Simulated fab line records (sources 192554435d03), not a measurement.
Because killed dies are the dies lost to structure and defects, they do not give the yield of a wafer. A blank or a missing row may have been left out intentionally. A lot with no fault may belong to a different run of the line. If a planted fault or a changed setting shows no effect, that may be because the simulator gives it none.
A struck lot beside a sound one + flow n5Finfet + 36 steps out of a route of 1938
Sound: the wafers L778.2, L778.3, L778.5. Wafers L771.1, L771.2 were the ones struck. The cause is named last.
At each step with rows: each side's tool, then ch and its chambers, then its first start. Under that, the readings that differ: sound wafers + struck wafers + difference of the means + sigmas: that difference in standard deviations of wafers without a fault.
alike: readings with means less than 2 such deviations apart, plus words and numbers identical on both sides. not compared: withheld readings, readings lacking a value on some wafer, bounds such as >300 that could conceal the same value, and numbers that have no deviation in the record and whose values overlap.
Wherever a step has rows on one side only, a row that says differs or no value, or a row with sigmas, the two part there. When numbers do not overlap yet have no deviation, they are printed without sigmas and do not part them. A reading missing from all wafers of one side parts the sides only when that side holds two or more wafers.

first, 9 steps without rows for these wafers: N5_BEOL_M4_ANNEAL_95 (time 240 s); N5_BEOL_M4_SPUTTER_96 (material Cu, target thk 4.5 nm, time 8.29 s); N5_BEOL_M4_ECD_50 (material Cu, target thk 300 nm); N5_BEOL_M4_ANNEAL_51 (time 90 s); N5_BEOL_M4_CMP_52 (polishes, stops on SiOC, t overpolish 6.8 s, target thk 40 nm); N5_BEOL_M4_PRE_CLEAN_60 (time 15 s); N5_BEOL_M4_CO_CAP_55 (material Co, precursor CCTBA/H2, target thk 2 nm, time 102.1 s); N5_BEOL_M4_PRE_CLEAN_56 (time 15 s); N5_BEOL_M4_DEP_57 (deposits SiCN from 3MS/NH3, target thk 8 nm, time 14 s).
N5_BEOL_M4_RC_MEAS_101:
  sound on prober-02 ch 0, day 12 08:55; struck on prober-02 ch 0, day 11 09:28
| reading       | sound          | struck    | difference | sigmas |
|---------------|----------------|-----------|------------|--------|
| DIBL_N (mV/V) | 39.4 36.2 40.1 | 33.3 35.8 | -4.0       | -2     |
  alike: DIBL_P, IOFF_N, IOFF_P, ION_N, ION_P, SS_N, SS_P, VT_N, VT_P
then, 24 steps without rows for these wafers: N5_BEOL_M5_ILD_DEP_00 (deposits SiCOH lowk from DEMS/porogen, target thk 140.64 nm, time 25.9 s); N5_BEOL_M5_CURE_79 (cures SiCOH lowk, time 240 s); N5_BEOL_M5_PECVD_70 (deposits SiO2 from TEOS/O2, target thk 16 nm, time 18 s); N5_BEOL_M5_HM_DEP_02 (deposits TiN, target thk 20 nm); N5_BEOL_M5_COAT_59 (time 60 s, resist thk 60 nm); N5_BEOL_M5_COAT_60 (time 60 s, resist thk 12 nm); N5_BEOL_M5_COAT_71 (time 60 s, resist thk 5 nm); N5_BEOL_M5_COAT_05 (resist thk 30 nm); N5_BEOL_M5_EBR_07; N5_BEOL_M5_SOFTBAKE_06 (time 60 s); N5_BEOL_M5_EXPOSE_08 (exposes mask M5, target cd 28 nm); N5_BEOL_M5_PEB_09 (peb time 60 s); N5_BEOL_M5_DEVELOP_10 (develop time 30 s); N5_BEOL_M5_DESCUM_16 (chemistry O2, time 7 s); N5_BEOL_M5_ETCH_72 (etches underlayer in N2/H2, target depth 6.5 nm, time 5.2 s); N5_BEOL_M5_ETCH_61 (etches SiARC in CF4, target depth 15.6 nm, time 26 s); N5_BEOL_M5_ETCH_62 (etches SOC in N2/H2, target depth 75 nm, overetch 15 nm, time 112.5 s); N5_BEOL_M5_STRIP_63 (strips in N2/H2); N5_BEOL_M5_STRIP_73 (strips in N2/H2); N5_BEOL_M5_STRIP_64 (strips in CF4); N5_BEOL_M5_HM_OPEN_17 (chemistry Cl2/BCl3, target TiN, target depth 20 nm, overetch 6 nm); N5_BEOL_M5_STRIP_19 (strips in O2); N5_BEOL_M5_COAT_65 (time 60 s, resist thk 60 nm); N5_BEOL_M5_COAT_66 (time 60 s, resist thk 12 nm).
-- here the record skips 4 days between the struck wafers' starts before and after, leaving off in module BEOL_M5 and picking up in module MIM_TOP_ETCH (first step shown: number 1851 of the route) --
N5_MIM_TOP_ETCH_ETCH_00: etches TiN in Cl2/BCl3, target depth 38.5 nm.
  sound on rieMetal-02 ch 0, day 16 13:56; struck on rieMetal-03 ch 0,1, day 15 01:13
| reading                                | sound             | struck      | difference                   | sigmas |
|----------------------------------------|-------------------|-------------|------------------------------|--------|
| rfHoursCounterH (h)                    | - - -             | 35 16       | no value on the sound wafers |        |
| model.etch.depthNm (nm)                | 37.46 37.21 37.43 | 30.69 28.74 | -7.65                        |        |
| model.MIM_TOP_ETCH.featureDepthNm (nm) | 37.4 37.2 37.4    | 30.6 28.8   | -7.6                         |        |
| model.MIM_TOP_ETCH.cdOffsetNm (nm)     | 0 0 -0.2          | 0.2 0.2     | +0.3                         |        |
  alike: drypumpMotorCurrentA, oesProductAu, throttleValvePct
N5_PASSIVATION_PROBE_49:
  record: rows for the struck wafers here (prober-02, day 15 12:27), none for the sound ones

## WHERE THEY PART
At N5_BEOL_M4_RC_MEAS_101 first; at N5_PASSIVATION_PROBE_49 last (within this record only).

WHY: whatever the simulator had introduced
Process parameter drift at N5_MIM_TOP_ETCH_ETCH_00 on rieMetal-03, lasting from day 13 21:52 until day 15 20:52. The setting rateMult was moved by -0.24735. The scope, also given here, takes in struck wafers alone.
